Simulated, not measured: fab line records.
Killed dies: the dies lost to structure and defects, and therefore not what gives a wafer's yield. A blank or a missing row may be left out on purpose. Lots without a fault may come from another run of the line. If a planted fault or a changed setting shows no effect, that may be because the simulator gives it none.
Chamber matching    flow nandHarc    NHARC_A_M0_PRE_CLEAN_31 on pecvd-04 has 3 sister chambers
The step time 12 s. 3 wafers are shown with their chamber, then 7 later ones without.

## EACH WAFER AND ITS CHAMBER
wafer   chamber  heaterPowerW (W)
L326.4  0        526
L335.1  1        846
L335.2  2        490

## WAFERS WITH NO CHAMBER GIVEN
wafer   heaterPowerW (W)
L335.4  482
L338.1  500
L338.2  787
L338.3  501
L342.1  806
L342.3  526
L342.6  527

## EACH ONE'S CHAMBER
wafer   from the rows above      in truth
L335.4  can't be placed: 2 or 0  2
L338.1  can't be placed: 2 or 0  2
L338.2  1                        1
L338.3  can't be placed: 2 or 0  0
L342.1  1                        1
L342.3  can't be placed: 0 or 2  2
L342.6  can't be placed: 0 or 2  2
Correctly placed: 2 of 7. Not placeable from these rows: 5 (in 5, the candidates include the true chamber). 0 placed wrongly.
How it was worked out, from the rows above alone: a wafer's distance from a chamber is the root of the sum, over the readings, of the square of ((its reading less the chamber's mean) divided by the reading's scatter). If the next closest chamber is less than 2 further off than the closest, the wafer can't be placed; otherwise it belongs to the closest. Each chamber's mean is taken over the wafers shown for it. The scatter: root of mean squared gap, hidden wafer to nearest shown wafer, with one shown wafer a chamber.
